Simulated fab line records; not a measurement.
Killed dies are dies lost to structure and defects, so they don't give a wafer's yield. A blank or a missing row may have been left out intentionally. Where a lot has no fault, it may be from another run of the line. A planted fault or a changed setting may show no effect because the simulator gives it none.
fab line records + flow nand-harc
[record]
- lots = 5
- wafers = 15
- last-day = 33
route steps=1302 shown A_WL_FILL@954
lots that met no fault: taken from a fault-free run of the same line
start-h: start of the lot's first displayed wafer, in hours after the record's first day + wait-h: hours since the lot's step before + " the same as in the row above + L1.1+2: a row that stands for several wafers + - no value present, or no start provided + * or withheld: withheld + < > ~ a bound
route shown NAME@n: names a module that has steps shown in the file, with the first one's number in the route + usual: mean and standard deviation over wafers with no fault + same: alike in all rows + chamber/n: place in a boat + sites: readings site by site + _std_site: the standard deviation of these + _edge_site: the outer-site mean with the inner-site mean subtracted + radius-mm: for every site, how far away it sits from the centre of the wafer + mask NAME#n: copy n + behind: the tool/chamber that last shaped the wafer + hold: why the lot went on hold/how many hours it stayed there/how the hold came to an end + device: transistor that didn't switch, given as n, p or np + end of line: at the end of the route, the tests of the same wafers + step lacking rows: just its recipe + killed: the dies lost at the first sort to structure and to defects; this is not the yield of the wafer + map: a wafer's dies, x killed, . not, _ none there
set.NAME: the run value of the setting; set.NAME@STEP: its run value at that earlier step + model.NAME: the simulator's own value behind a step, which no gauge read
a table for each step, a row for each wafer; lots at some steps of the route
services: when a tool's chamber went out of use (start-h, in hours from the record's first day, below 0 if earlier), for how many hours, and the reason
[[steps]]
[step NHARC_A_WL_FILL_ALD_02]
[recipe]
- target-thk-a = 20
- pulse-time-s = 3
- ald-cycles = 100
- temp-c = 450
- material = TiN
[usual]
- heater-power-w = 1080/140
- precursor-pulse-height-rel = 1.003/0.022
[same]
- ald-cycles = 100
| lot.wafer | tool         | chamber | start-h | wait-h | heater-power-w | precursor-pulse-height-rel |
|-----------|--------------|---------|---------|--------|----------------|----------------------------|
| L580.1    | ald-metal-01 | 0       | 614.07  | 0.3    | 1109           | 0.955                      |
| L580.5    | "            | 2       | "       | "      | 1005           | 1.000                      |
| L580.6    | "            | 3       | "       | "      | 1121           | 1.023                      |
| L583.1    | ald-metal-01 | 3       | 619.99  | 0.2    | 1109           | 0.993                      |
| L583.5    | "            | 2       | "       | "      | 1017           | 0.960                      |
| L583.6    | "            | 3       | "       | "      | 1124           | 1.006                      |
| L587.4    | ald-metal-01 | 2       | 662.44  | 0.1    | 1056           | 1.033                      |
| L587.3    | "            | 1       | "       | "      | 1085           | 0.994                      |
| L587.5    | "            | 2       | "       | "      | 1033           | 0.975                      |
| L589.2    | ald-metal-01 | 0       | 694.54  | 0.2    | 1092           | 1.010                      |
| L589.1    | "            | 2       | "       | "      | 1040           | 1.008                      |
| L589.6    | "            | 1       | "       | "      | 1031           | 1.027                      |
| L590.2    | ald-metal-02 | 2       | 702.70  | 0.2    | 1155           | 0.994                      |
| L590.1    | "            | 1       | "       | "      | 972            | 1.009                      |
| L590.6    | "            | 3       | "       | "      | 1096           | 0.998                      |
[step NHARC_A_WL_FILL_CVD_03]
[recipe]
- target-thk-a = 400
- temp-c = 300
- pressure-torr = 40
- wf6-flow-sccm = 40
- h2-flow-sccm = 1600
- ar-flow-sccm = 1560
- time-s = 279
- material = W
[step NHARC_A_WL_FILL_ETCHBACK_04]
[recipe]
- target-depth-a = 600
- time-s = 120
- chemistry = NF3
[step NHARC_A_WL_FILL_ETCHBACK_05]
[recipe]
- target-depth-a = 220
- time-s = 60
- temp-c = 40
- chemistry = Cl2/BCl3
[usual]
- drypump-motor-current-A = 5.7/0.45
- oes-product-au = 1.002/0.01
| lot.wafer | tool         | chamber | start-h | wait-h | drypump-motor-current-A | oes-product-au | rf-hours-counter-h |
|-----------|--------------|---------|---------|--------|-------------------------|----------------|--------------------|
| L580.1    | rie-metal-03 | 1       | 615.05  | 0.2    | 5.8                     | 0.988          | 1.0                |
| L580.6    | "            | 1       | "       | "      | 5.8                     | 0.981          | -                  |
| L580.5    | "            | 0       | "       | "      | 6.5                     | 0.988          | -                  |
| L583.1    | rie-metal-03 | 0       | 621.01  | 0.2    | 6.5                     | 0.993          | 1.8                |
| L583.6    | "            | 1       | "       | "      | 5.8                     | 0.987          | -                  |
| L583.5    | "            | 0       | "       | "      | 6.5                     | 0.991          | -                  |
| L587.4    | rie-metal-02 | 0       | 663.52  | 0.2    | 5.5                     | 1.016          | -                  |
| L587.3    | "            | 1       | "       | "      | 5.7                     | 1.010          | -                  |
| L587.5    | "            | 1       | "       | "      | 5.7                     | 1.010          | -                  |
| L589.2    | rie-metal-02 | 0       | 695.59  | 0.2    | 5.5                     | 1.014          | 1.0                |
| L589.1    | "            | 1       | "       | "      | 5.7                     | 1.007          | 1.0                |
| L589.6    | "            | 1       | "       | "      | 5.7                     | 1.003          | -                  |
| L590.2    | rie-metal-02 | 1       | 703.76  | 0.2    | 5.7                     | 1.003          | 1.5                |
| L590.1    | "            | 0       | "       | "      | 5.5                     | 1.007          | 1.5                |
| L590.6    | "            | 1       | "       | "      | 5.7                     | 1.005          | -                  |
[step NHARC_A_WL_FILL_STRIP_27]
[recipe]
- power-w = 1500
- temp-c = 250
- time-s = 20
- chemistry = N2/H2
[usual]
- drypump-motor-current-A = 6.1/0.44
- heater-power-w = 339/22
| lot.wafer | tool            | chamber | start-h | wait-h | drypump-motor-current-A | heater-power-w | rf-hours-counter-h |
|-----------|-----------------|---------|---------|--------|-------------------------|----------------|--------------------|
| L580.1    | plasma-asher-02 | 0       | 615.21  | 0.1    | 6.7                     | 306            | 1                  |
| L580.6    | "               | 1       | "       | "      | 5.9                     | 348            | -                  |
| L580.5    | "               | 0       | "       | "      | 6.7                     | 314            | -                  |
| L583.1    | plasma-asher-02 | 0       | 621.16  | 0.1    | 6.7                     | 310            | 3                  |
| L583.5    | "               | 1       | "       | "      | 5.9                     | 347            | -                  |
| L583.6    | "               | 0       | "       | "      | 6.7                     | 317            | -                  |
| L587.3    | plasma-asher-02 | 0       | 663.69  | 0.1    | 6.7                     | 304            | -                  |
| L587.4    | "               | 1       | "       | "      | 5.8                     | 362            | -                  |
| L587.5    | "               | 0       | "       | "      | 6.7                     | 313            | -                  |
| L589.1    | plasma-asher-02 | 1       | 695.73  | 0.1    | 5.9                     | 338            | 17                 |
| L589.2    | "               | 0       | "       | "      | 6.7                     | 308            | 17                 |
| L589.6    | "               | 1       | "       | "      | 5.9                     | 355            | -                  |
| L590.2    | plasma-asher-02 | 0       | 703.90  | 0.1    | 6.7                     | 306            | 21                 |
| L590.1    | "               | 1       | "       | "      | 5.9                     | 351            | 21                 |
| L590.6    | "               | 0       | "       | "      | 6.7                     | 299            | -                  |
[step NHARC_A_WL_FILL_STRIP_28]
[recipe]
- time-s = 1200
- temp-c = 72.5
- chemistry = post-etch-residue-remover
[step NHARC_A_WL_FILL_PRECLEAN_06]
[recipe]
- time-s = 300
- chemistry = DIW
[step NHARC_A_WL_FILL_SRD_07]
[step NHARC_A_WL_FILL_ANNEAL_08]
[recipe]
- temp-c = 450
- time-s = 1800
[step NHARC_A_WL_FILL_ALD_10]
[recipe]
- target-thk-a = 500
- pulse-time-s = 10
- ald-cycles = 500
- temp-c = 300
- material = SiO2
[usual]
- heater-power-w = 455/36
- precursor-pulse-height-rel = 1.000/0.021
[same]
- ald-cycles = 500
| lot.wafer | tool      | chamber | start-h | wait-h | heater-power-w | precursor-pulse-height-rel |
|-----------|-----------|---------|---------|--------|----------------|----------------------------|
| L580.1    | ald-hk-01 | 3       | 622.99  | 2.4    | 456            | 1.002                      |
| L580.6    | "         | 1       | 625.02  | 4.5    | 480            | 1.033                      |
| L580.5    | "         | 2       | 626.03  | 5.5    | 477            | 0.993                      |
| L583.1    | ald-hk-02 | 3       | 627.55  | 1.6    | 394            | 0.989                      |
| L583.5    | "         | 0       | "       | "      | 453            | 0.999                      |
| L583.6    | "         | 1       | "       | "      | 481            | 0.989                      |
| L587.3    | ald-hk-02 | 2       | 672.39  | 0.0    | 414            | 1.029                      |
| L587.4    | "         | 0       | 673.43  | 1.1    | 461            | 0.990                      |
| L587.5    | "         | 3       | 674.99  | 2.6    | 387            | 0.997                      |
| L589.2    | ald-hk-02 | 3       | 701.64  | 0.6    | 406            | 1.013                      |
| L589.1    | "         | 1       | 702.68  | 1.6    | 486            | 1.029                      |
| L589.6    | "         | 2       | "       | "      | 424            | 0.998                      |
| L590.1    | ald-hk-01 | 3       | 710.70  | 1.1    | 459            | 1.016                      |
| L590.2    | "         | 0       | "       | "      | 452            | 1.003                      |
| L590.6    | "         | 3       | 712.74  | 3.1    | 449            | 0.996                      |
[step NHARC_A_WL_FILL_ETCHBACK_16]
[recipe]
- target-depth-a = 1200
- time-s = 24
- c4f8-flow-sccm = withheld
- o2-flow-sccm = 8
- ar-flow-sccm = withheld
- rf-w = 600
- bias-w = 800
- chemistry = C4F8/O2/Ar
[usual]
- oes-product-au = 0.98/0.031
- rf-vpp-V = 724.0/2.6
| lot.wafer | tool        | chamber | start-h | wait-h | oes-product-au | rf-hours-counter-h | rf-vpp-V |
|-----------|-------------|---------|---------|--------|----------------|--------------------|----------|
| L580.1    | rie-diel-04 | 3       | 628.63  | -      | 1.00           | 2.4                | 725.0    |
| L580.6    | "           | 0       | "       | "      | 1.00           | -                  | 724.3    |
| L580.5    | "           | 1       | "       | "      | 0.99           | -                  | 721.7    |
| L583.1    | rie-diel-01 | 3       | 630.61  | -      | 1.00           | 1.5                | 724.7    |
| L583.5    | "           | 3       | "       | "      | 1.00           | -                  | 724.6    |
| L583.6    | "           | 0       | "       | "      | 1.01           | -                  | 728.5    |
| L587.3    | rie-diel-05 | 2       | 677.08  | -      | 1.00           | 5.1                | 721.2    |
| L587.4    | "           | 3       | "       | "      | 1.01           | 3.8                | 725.7    |
| L587.5    | "           | 0       | "       | "      | 1.01           | -                  | 719.5    |
| L589.1    | rie-diel-04 | 1       | 705.78  | -      | 0.92           | 4.8                | 720.8    |
| L589.2    | "           | 0       | "       | "      | 0.58           | 3.8                | 723.2    |
| L589.6    | "           | 2       | "       | "      | 0.93           | -                  | 726.9    |
| L590.2    | rie-diel-01 | 1       | 714.79  | -      | 0.92           | 3.6                | 727.5    |
| L590.1    | "           | 2       | "       | "      | 0.92           | 3.6                | 725.4    |
| L590.6    | "           | 1       | "       | "      | 0.92           | -                  | 724.1    |
[step NHARC_A_WL_FILL_STRIP_29]
[recipe]
- time-s = 20
- o2-flow-sccm = 500
- ar-flow-sccm = 0
- bias-w = 0
- chemistry = O2
[usual]
- drypump-motor-current-A = 5.94/0.25
- oes-product-au = 1.003/0.0084
- rf-vpp-V = 57.8/0.88
- showerhead-plenum-p-Torr = 3.56/0.087
- throttle-valve-pct = 17.036/0.0097
| lot.wafer | tool        | chamber | start-h | wait-h | drypump-motor-current-A | oes-product-au | rf-hours-counter-h | rf-vpp-V | showerhead-plenum-p-Torr | throttle-valve-pct |
|-----------|-------------|---------|---------|--------|-------------------------|----------------|--------------------|----------|--------------------------|--------------------|
| L580.1    | rie-diel-04 | 3       | 628.71  | 0.1    | 5.71                    | 1.007          | 2.4                | 57.1     | 3.56                     | 17.034             |
| L580.6    | "           | 0       | "       | "      | 6.08                    | 1.007          | -                  | 57.0     | 3.52                     | 17.041             |
| L580.5    | "           | 1       | "       | "      | 5.97                    | 1.006          | -                  | 59.3     | 3.41                     | 17.023             |
| L583.1    | rie-diel-01 | 3       | 630.72  | 0.1    | 5.47                    | 1.011          | 1.6                | 59.0     | 3.58                     | 17.033             |
| L583.6    | "           | 1       | "       | "      | 5.61                    | 0.996          | -                  | 58.6     | 3.61                     | 17.038             |
| L583.5    | "           | 2       | "       | "      | 6.11                    | 1.000          | -                  | 57.9     | 3.59                     | 17.036             |
| L587.3    | rie-diel-05 | 0       | 677.15  | 0.1    | 6.29                    | 1.003          | 4.6                | 57.2     | 3.43                     | 17.037             |
| L587.4    | "           | 2       | "       | "      | 6.32                    | 1.001          | 5.1                | 57.0     | 3.44                     | 17.042             |
| L587.5    | "           | 1       | "       | "      | 5.98                    | 1.010          | -                  | 58.5     | 3.60                     | 17.058             |
| L589.1    | rie-diel-04 | 2       | 705.88  | 0.1    | 6.03                    | 1.002          | 4.9                | 57.6     | 3.65                     | 17.034             |
| L589.2    | "           | 3       | "       | "      | 5.73                    | 0.994          | 4.6                | 57.7     | 3.56                     | 17.040             |
| L589.6    | "           | 2       | "       | "      | 6.01                    | 1.002          | -                  | 56.7     | 3.65                     | 17.019             |
| L590.2    | rie-diel-01 | 2       | 714.89  | 0.1    | 6.09                    | 1.008          | 3.6                | 56.8     | 3.59                     | 17.035             |
| L590.1    | "           | 3       | "       | "      | 5.45                    | 0.987          | 3.8                | 58.8     | 3.58                     | 17.040             |
| L590.6    | "           | 2       | "       | "      | 6.09                    | 1.005          | -                  | 57.9     | 3.59                     | 17.017             |
[[services]]
| tool            | chamber | start-h | hours | kind       |
|-----------------|---------|---------|-------|------------|
| rie-diel-01     | 0       | 591.30  | -     | clean      |
| rie-diel-01     | 1       | 591.30  | -     | clean      |
| rie-diel-01     | 2       | 591.30  | -     | clean      |
| rie-diel-01     | -       | 597.45  | 7.6   | repair     |
| plasma-asher-02 | -       | 603.00  | 9.0   | pm         |
| plasma-asher-02 | 0       | 603.00  | 9.0   | vent-cycle |
| plasma-asher-02 | 1       | 603.00  | 9.0   | vent-cycle |
| ald-metal-02    | -       | 611.02  | 10.0  | pm         |
| plasma-asher-02 | 0       | 612.00  | -     | clean      |
| plasma-asher-02 | 1       | 612.00  | -     | clean      |
| rie-diel-05     | 3       | 612.53  | 12.3  | repair     |
| rie-diel-04     | -       | 613.56  | 0.2   | repair     |
| rie-metal-03    | -       | 622.71  | 2.1   | repair     |
| rie-metal-03    | 1       | 625.49  | 9.5   | repair     |
| rie-metal-02    | -       | 631.00  | 9.0   | pm         |
| ald-hk-01       | -       | 636.96  | 2.3   | repair     |
| ald-hk-01       | -       | 653.45  | 10.0  | pm         |
| rie-diel-04     | -       | 660.59  | 2.2   | repair     |
| rie-diel-01     | 1       | 661.35  | 1.5   | repair     |
| rie-diel-05     | 2       | 683.32  | 4.4   | repair     |
| rie-metal-03    | -       | 696.00  | 9.0   | pm         |
| ald-metal-01    | -       | 704.00  | 10.0  | pm         |
| ald-hk-02       | -       | 707.78  | 10.0  | pm         |
| rie-diel-04     | -       | 708.91  | 9.0   | pm         |
[[key]]
[first-sign]
- step = NHARC_A_WL_FILL_ETCHBACK_16
- reading = oes-product-au
- direction = down
- sigmas = 13
- usual = 0.98
- struck = 0.58
effect none on later readings
met-at NHARC_A_WL_FILL_ETCHBACK_16
struck-wafers L589.2
later-rows-left-out L589.2
sort-left-out L589.2
tester-left-out L589
onset-between 628.63 705.78
[fault]
- kind = process-parameter-drift
- tool = rie-diel-04
- chamber = 0
- onset-h = 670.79
- steps = NHARC_A_WL_FILL_ETCHBACK_16
- channel = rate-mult
- offset = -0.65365
- shape = step
- end-h = 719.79
// tester-left-out: of these lots the tester's yield and bins aren't shown, on N5 and GAA mostly nor the transistor test; their killed dies are dies lost to structure and defects alone, not to doping, threshold or leakage, so they don't give the yield
// sort-left-out: the simulated sort isn't trusted on such a fault, so these wafers' sort isn't shown, and their yield isn't known
// later-rows-left-out: the simulator's readings of these wafers behind a module that went badly wrong aren't trusted and aren't shown, but for the sort
